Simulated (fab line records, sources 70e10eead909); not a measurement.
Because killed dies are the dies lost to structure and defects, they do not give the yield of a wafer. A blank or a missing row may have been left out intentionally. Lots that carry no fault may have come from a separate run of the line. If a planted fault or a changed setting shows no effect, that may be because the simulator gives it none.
A lot that was struck, set against a sound lot | flow nandHarc | 15 steps out of a route of 1159
Sound: these wafers, L522.1, L522.3, L522.6. Struck: wafer L526.2 (L526.4, L526.5, from the same lot, were not struck and are left out); the cause is given at the end.
Per side, at each step with rows, come the tool, then ch with its chambers, and then its first start. Under that, the readings that differ: sound wafers | struck wafers | difference of the means | sigmas: that difference in standard deviations of wafers without a fault.
alike: same words and numbers on both sides, and readings whose means sit less than 2 such deviations apart. not compared: any withheld reading, any reading some wafer has no value for, any bound like >300 that may hide the same value, and any number with overlapping values for which the record gives no deviation.
The two part at a step that has a row with sigmas, a row that says differs or no value, or rows on one side only. Non-overlapping numbers with no deviation appear without sigmas and do not part them. A reading missing from all wafers of one side parts the sides only when that side holds two or more wafers.

first, 7 steps without rows for these wafers: NHARC_P_ZERO_WELL_COAT_64 (time 65 s); NHARC_P_ZERO_WELL_COAT_05 (resist thk 600 nm); NHARC_P_ZERO_WELL_SOFTBAKE_06 (time 70 s); NHARC_P_ZERO_WELL_EBR_07; NHARC_P_ZERO_WELL_EXPOSE_08 (exposes mask P ZERO, target cd 500 nm); NHARC_P_ZERO_WELL_PEB_09 (peb time 80 s); NHARC_P_ZERO_WELL_DEVELOP_10 (time 50 s).
NHARC_P_ZERO_WELL_CD_MEAS_11: the cd target is 500 nm.
  sound on cdSem-03 ch 0, day 2 13:23; struck on cdSem-03 ch 0, day 3 13:28
  alike: cdNm
then, 1 step without rows for these wafers: NHARC_P_ZERO_WELL_HARDBAKE_12 (time 65 s).
NHARC_P_ZERO_WELL_DESCUM_13: chemistry O2, time 3 s.
  sound on rieDiel-05 ch 0,1,2, day 2 13:33; struck on rieDiel-07 ch 3, day 3 13:37
reading                  | sound       | struck | difference | sigmas
drypumpMotorCurrentA (A) | 5.7 5.5 5.2 | 6.3    | +0.8       | +2
  alike: oesProductAu, rfVppV, showerheadPlenumPTorr, throttleValvePct
  not compared: rfHoursCounterH
NHARC_P_ZERO_WELL_ETCH_65: etches the open film in N2/H2, target depth 80 nm, overetch 24 nm, time 87.88 s.
  sound on rieDiel-05 ch 1,2, day 2 13:38; struck on rieDiel-07 ch 0, day 3 13:43
  alike: drypumpMotorCurrentA, h2FlowSccm, oesProductAu, rfVppV, showerheadPlenumPTorr, throttleValvePct
  not compared: rfHoursCounterH
NHARC_P_ZERO_WELL_ETCH_62: etches the open film in CHF3/Ar, target depth 13 nm, time 6.5 s.
  sound: rieDiel-05 ch 0,1; struck: rieDiel-07 ch 2
  alike: drypumpMotorCurrentA, oesProductAu, rfVppV, showerheadPlenumPTorr, throttleValvePct
  not compared: rfHoursCounterH
NHARC_P_ZERO_WELL_ETCH_63: etches the open film in HBr/Cl2, target depth 120 nm, time 40.1 s.
  sound on rieSi-01 ch 0,2,3, day 2 13:49; struck on rieSi-02 ch 1, day 3 13:53
reading             | sound             | struck | difference | sigmas
oesProductAu (a.u.) | 0.986 1.001 0.984 | 0.883  | -0.107     | -9
  alike: drypumpMotorCurrentA, throttleValvePct
  not compared: rfHoursCounterH
then, 1 step without rows for these wafers: NHARC_P_ZERO_WELL_STRIP_15 (strips in SPM, time 900 s).
NHARC_END_SORT_01:
  the record has rows for the sound wafers here (prober-02 ch 0, day 20 08:53) and none for the struck ones

== WHERE THEY PART ==
First at NHARC_P_ZERO_WELL_DESCUM_13; last, within this record, at NHARC_END_SORT_01.

WHY: what the simulator had put in
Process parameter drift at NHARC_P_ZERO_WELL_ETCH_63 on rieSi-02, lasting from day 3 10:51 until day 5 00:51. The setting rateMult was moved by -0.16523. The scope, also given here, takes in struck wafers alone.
